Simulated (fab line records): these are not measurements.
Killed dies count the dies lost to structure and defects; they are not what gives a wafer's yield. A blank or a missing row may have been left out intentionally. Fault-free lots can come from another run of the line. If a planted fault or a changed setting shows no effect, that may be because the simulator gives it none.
The tool behind it: which one? :: flow n5_finfet :: 36 wafers from 12 lots sampled at 3 of the route's 1938 steps

WHAT EACH GAUGE READ, for each wafer
N5_FIN_CUT_INSPECT_17: inspects for defects (brightfield).
lot: L075
measured: day 2 10:59
on: defect_inspect-01
raw_defect_count: 188 219 159

lot: L077
measured: day 2 22:14
on: defect_inspect-01
raw_defect_count: 236 304 278

lot: L079
measured: day 3 11:28
on: defect_inspect-01
raw_defect_count: 188 292 239

lot: L081
measured: day 3 21:53
on: defect_inspect-02
raw_defect_count: 231 256 273

lot: L083
measured: day 4 09:36
on: defect_inspect-02
raw_defect_count: 278 266 315

lot: L085
measured: day 4 22:11
on: defect_inspect-02
raw_defect_count: 195 224 298

lot: L087
measured: day 5 09:31
on: defect_inspect-02
raw_defect_count: 225 290 306

lot: L089
measured: day 5 21:58
on: defect_inspect-01
raw_defect_count: 129 162 268

lot: L091
measured: day 6 11:15
on: defect_inspect-01
raw_defect_count: 242 210 218

lot: L093
measured: day 6 23:13
on: defect_inspect-02
raw_defect_count: 266 291 272

lot: L095
measured: day 7 09:35
on: defect_inspect-02
raw_defect_count: 327 421 299

lot: L097
measured: day 8 00:49
on: defect_inspect-02
raw_defect_count: 139 249 207

WHAT TOOL EACH LOT RAN ON (gives the tool, then ch and the chambers of the sampled wafers, and finally the start)
lot: L075
N5_FIN_SAQP_MANDREL1_REMOVE_56: rie_si-05 ch 0,3, day 2 07:01
N5_FIN_CUT_STRIP_24: rie_diel-01 ch 2,3, day 2 10:29

lot: L077
N5_FIN_SAQP_MANDREL1_REMOVE_56: rie_si-05 ch 0,1,3, day 2 18:27
N5_FIN_CUT_STRIP_24: rie_diel-02 ch 0,1,3, day 2 21:45

lot: L079
N5_FIN_SAQP_MANDREL1_REMOVE_56: rie_si-01 ch 1,3, day 3 07:46
N5_FIN_CUT_STRIP_24: rie_diel-03 ch 0,1,2, day 3 10:55

lot: L081
N5_FIN_SAQP_MANDREL1_REMOVE_56: rie_si-04 ch 1,2, day 3 18:14
N5_FIN_CUT_STRIP_24: rie_diel-02 ch 0,3, day 3 21:23

lot: L083
N5_FIN_SAQP_MANDREL1_REMOVE_56: rie_si-04 ch 0,2,3, day 4 05:58
N5_FIN_CUT_STRIP_24: rie_diel-02 ch 1,2, day 4 09:07

lot: L085
N5_FIN_SAQP_MANDREL1_REMOVE_56: rie_si-04 ch 0,2,3, day 4 17:57
N5_FIN_CUT_STRIP_24: rie_diel-02 ch 1,2,3, day 4 21:38

lot: L087
N5_FIN_SAQP_MANDREL1_REMOVE_56: rie_si-05 ch 0,1,3, day 5 05:41
N5_FIN_CUT_STRIP_24: rie_diel-03 ch 0,2,3, day 5 08:53

lot: L089
N5_FIN_SAQP_MANDREL1_REMOVE_56: rie_si-05 ch 1,2,3, day 5 17:59
N5_FIN_CUT_STRIP_24: rie_diel-03 ch 0,1,2, day 5 21:28

lot: L091
N5_FIN_SAQP_MANDREL1_REMOVE_56: rie_si-05 ch 0,2, day 6 07:23
N5_FIN_CUT_STRIP_24: rie_diel-02 ch 0,2,3, day 6 10:43

lot: L093
N5_FIN_SAQP_MANDREL1_REMOVE_56: rie_si-01 ch 0,3, day 6 18:55
N5_FIN_CUT_STRIP_24: rie_diel-02 ch 1,2, day 6 22:43

lot: L095
N5_FIN_SAQP_MANDREL1_REMOVE_56: rie_si-01 ch 1,2,3, day 7 05:43
N5_FIN_CUT_STRIP_24: rie_diel-01 ch 0,2,3, day 7 09:05

lot: L097
N5_FIN_SAQP_MANDREL1_REMOVE_56: rie_si-05 ch 0,1,2, day 7 20:35
N5_FIN_CUT_STRIP_24: rie_diel-01 ch 0,1,2, day 8 00:04
- N5_FIN_SAQP_MANDREL1_REMOVE_56: chemistry HBr/Cl2/O2, target a-Si, stops on SiNx, bt time 10 s.
- N5_FIN_CUT_STRIP_24: strips in CF4.

THE ANSWER, worked out from the rows above alone
Rule: what is usual is taken from the lots themselves. Put in order of their means at a reading, lots are off if they are a third of the lots or fewer, leave a main group of 4 or more, and stand apart from it by a gap of 3 or more times the standard deviation of the main group's means; of several such gaps the widest counts. A main group is skipped when, at the precision printed for the reading in the tables above, its means are all equal. A lot without any number at a reading at which 4 lots or more have one is off too. The other lots that the step has rows for count as sound.
None of the lots is off at any reading shown; this tells nothing.

WHAT WAS PUT IN BY THE SIMULATOR
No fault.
